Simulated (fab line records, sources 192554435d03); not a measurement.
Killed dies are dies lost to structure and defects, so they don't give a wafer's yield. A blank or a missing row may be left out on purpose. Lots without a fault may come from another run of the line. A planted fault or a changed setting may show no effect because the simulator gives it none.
Chamber matching | flow n5_finfet | N5_STI_FIN_REVEAL_ALD_14 on ald_sin-04: 4 sister chambers
The step deposits Si3N4, target thk 3 nm. 4 wafers are shown with their chamber, then 7 later ones without.

WAFERS WITH THEIR CHAMBER
wafer  | chamber | heater_power_w (W)
L088.1 | 2       | 868
L088.5 | 3       | 821
L090.2 | 0       | 801
L090.3 | 1       | 838

WAFERS WITHOUT THEIR CHAMBER
wafer  | heater_power_w (W)
L090.5 | 816
L096.1 | 833
L096.5 | 818
L096.6 | 874
L097.2 | 828
L097.5 | 793
L097.6 | 794

WHICH CHAMBER EACH WENT THROUGH
wafer  | from the rows above     | in truth
L090.5 | can't be placed: 3 or 0 | 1
L096.1 | can't be placed: 1 or 3 | 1
L096.5 | 3                       | 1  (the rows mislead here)
L096.6 | 2                       | 2
L097.2 | can't be placed: 3 or 1 | 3
L097.5 | 0                       | 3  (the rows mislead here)
L097.6 | 0                       | 0
Placed correctly: 2 of 7. Can't be placed from these rows: 3 (the true chamber is among the candidates in 2). Placed wrongly: 2.
How it was worked out, from the rows above alone: a wafer's distance from a chamber is the root of the sum, over the readings, of the square of ((its reading less the chamber's mean) divided by the reading's scatter). The wafer belongs to the nearest chamber; if the next one is less than 2 further off, it can't be placed. A chamber's mean is the mean of its shown wafers. The scatter: with one shown wafer a chamber, the root of the mean of the squares of how far each hidden wafer lies from its nearest shown one.
